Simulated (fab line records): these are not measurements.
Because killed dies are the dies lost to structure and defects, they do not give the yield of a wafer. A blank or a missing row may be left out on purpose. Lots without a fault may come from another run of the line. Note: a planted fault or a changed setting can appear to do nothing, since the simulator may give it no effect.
Struck lot and sound lot, side by side	flow nand harc	15 steps out of a route of 1159
Sound: these wafers, L297.1, L297.2, L297.6. Struck: wafer L310.3. (L310.4, L310.5 of the same lot were not struck and are left out.) The cause comes at the end.
For every step that has rows: the tool of each side, followed by ch and its chambers, followed by its first start. Under that, the readings that differ: sound wafers	struck wafers	difference of the means	sigmas: that difference in standard deviations of wafers without a fault.
alike: readings whose means differ by less than 2 such deviations, and words and numbers that are the same on both sides. not compared: withheld readings, readings that some wafer has no value for, bounds like >300 that may hide the same value, and numbers for which the record gives no deviation and whose values overlap.
Wherever a step has rows on one side only, a row that says differs or no value, or a row with sigmas, the two part there. Numbers that don't overlap but have no deviation are shown without sigmas and don't part them. A reading missing from all wafers of one side parts the sides only when that side holds two or more wafers.

first, 6 steps without rows for these wafers: NHARC_A_CHANNEL_HOLE_D1_COAT_04 (resist thk 90 nm); NHARC_A_CHANNEL_HOLE_D1_SOFTBAKE_05 (time 55 s); NHARC_A_CHANNEL_HOLE_D1_EBR_06; NHARC_A_CHANNEL_HOLE_D1_EXPOSE_07 (exposes mask HOLE D1, target cd 100 nm); NHARC_A_CHANNEL_HOLE_D1_PEB_08 (peb time 65 s); NHARC_A_CHANNEL_HOLE_D1_DEVELOP_09 (develop time 35 s).
NHARC_A_CHANNEL_HOLE_D1_CD_MEAS_10: target cd 100 nm.
  sound on cd sem-01 ch 0, day 8 15:04; struck on cd sem-01 ch 0, day 11 23:59
  alike: cd nm
NHARC_A_CHANNEL_HOLE_D1_OVL_MEAS_11:
  sound: overlay-02 at day 8 15:08; struck: overlay-01 at day 12 00:04
  alike: overlay x nm, overlay y nm
NHARC_A_CHANNEL_HOLE_D1_INSPECT_12:
  sound: defect inspect-02 at day 8 15:11; struck: defect inspect-01 at day 12 00:06
  alike: raw defect count
NHARC_A_CHANNEL_HOLE_D1_DESCUM_15: chemistry O2, time 3 s.
  sound on rie diel-09 ch 1,2, day 8 15:15; struck on rie diel-09 ch 2, day 12 00:10
reading	sound	struck	difference	sigmas
throttle valve pct (%)	11.318 11.312 11.317	11.335	+0.019	+2
  alike: drypump motor current A, oes product au, rf vpp V, showerhead plenum p Torr
  not compared: rf hours counter h
NHARC_A_CHANNEL_HOLE_D1_ETCH_38: etches the open film in CF4, target depth 39 nm, time 65 s.
  sound on rie diel-09 ch 0,2, day 8 15:20; struck on rie diel-09 ch 1, day 12 00:16
  alike: drypump motor current A, oes product au, rf vpp V, run length s, showerhead plenum p Torr, throttle valve pct
  not compared: rf hours counter h
NHARC_A_CHANNEL_HOLE_D1_ETCH_39: etches the open film in N2/H2, target depth 260 nm, time 325 s.
  sound on rie diel-09 ch 1,3; struck on rie diel-09 ch 2
reading	sound	struck	difference	sigmas
throttle valve pct (%)	14.175 14.179 14.183	14.157	-0.022	-2
  alike: drypump motor current A, oes product au, rf vpp V, run length s, showerhead plenum p Torr
  not compared: rf hours counter h
NHARC_A_CHANNEL_HOLE_D1_ETCH_34: etches the open film in CF4/CHF3, target depth 154 nm, time 77 s.
  sound on rie diel-09 ch 0,1,2, day 8 16:08; struck on rie diel-09 ch 2, day 12 00:36
reading	sound	struck	difference	sigmas
run length s (s)	97.5 98.4 98.4	91.5	-6.6	-13
  alike: drypump motor current A, oes product au, rf vpp V, showerhead plenum p Torr, throttle valve pct
  not compared: rf hours counter h
NHARC_A_CHANNEL_HOLE_D1_ETCH_16: etches the open film in O2/COS, target depth 3100 nm, time 806 s.
  sound on rie diel-09 ch 1,2; struck on rie diel-09 ch 0
reading	sound	struck	difference	sigmas
drypump motor current A (A)	6.6 6.2 6.2	5.3	-1.0	-2
  alike: oes product au, rf vpp V, run length s, showerhead plenum p Torr, throttle valve pct
  not compared: rf hours counter h
-- the record jumps here: 13 days lie between the struck wafers' starts before and after (it left off in module A_CHANNEL_HOLE_D1 and takes up again in module END, whose first step shown is number 1159 of the route) --
NHARC_END_SORT_01:
  sound on prober-02 ch 0, day 20 00:56; struck on prober-01 ch 0, day 25 12:30
reading	sound	struck	difference	sigmas
killed at array	33 32 43	120	+84	+7
killed at other	0 0 1	4	+4	+3
killed dies	37 36 46	124	+84	+7
  alike: killed at periphery, killed open, killed short

WHERE THEY PART
First at NHARC_A_CHANNEL_HOLE_D1_DESCUM_15; last, within this record, at NHARC_END_SORT_01.

WHY: the cause the simulator had injected
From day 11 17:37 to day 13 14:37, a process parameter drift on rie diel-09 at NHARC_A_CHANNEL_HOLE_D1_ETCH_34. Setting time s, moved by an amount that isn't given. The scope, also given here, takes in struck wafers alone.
